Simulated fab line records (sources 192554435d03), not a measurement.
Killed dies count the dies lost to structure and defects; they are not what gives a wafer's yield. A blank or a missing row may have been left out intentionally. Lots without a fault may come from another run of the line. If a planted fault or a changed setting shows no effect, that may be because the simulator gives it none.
Matching of chambers -- flow n5_finfet -- N5_BEOL_M14_DESCUM_15 on rie_diel-06 has 4 sister chambers
The step chemistry O2, time 7.9 s. 4 wafers are shown with their chamber, then 10 later ones without.

EACH WAFER AND ITS CHAMBER
wafer,chamber,showerhead_plenum_p_Torr (Torr)
L087.4,3,2.04
L087.6,2,2.08
L089.1,1,2.22
L089.3,0,2.12

WAFERS WITH NO CHAMBER GIVEN
wafer,showerhead_plenum_p_Torr (Torr)
L089.6,2.12
L094.2,2.12
L094.4,2.21
L094.5,2.08
L095.1,2.07
L095.2,2.11
L095.3,2.21
L096.3,2.03
L096.5,2.03
L096.6,2.11

WHICH CHAMBER EACH WENT THROUGH
wafer,from the rows above,in truth
L089.6,0,0
L094.2,0,0
L094.4,1,1
L094.5,2,2
L095.1,2,2
L095.2,0,0
L095.3,1,1
L096.3,3,3
L096.5,3,3
L096.6,0,0
Correctly placed: 10 of 10. Not placeable from these rows: 0. Number placed wrongly: 0.
How it was worked out, from the rows above alone: a wafer's distance from a chamber is the root of the sum, over the readings, of the square of ((its reading less the chamber's mean) divided by the reading's scatter). If the next closest chamber is less than 2 further off than the closest, the wafer can't be placed; otherwise it belongs to the closest. The mean given for a chamber averages the wafers shown for that chamber. The scatter: with one shown wafer a chamber, the root of the mean of the squares of how far each hidden wafer lies from its nearest shown one.
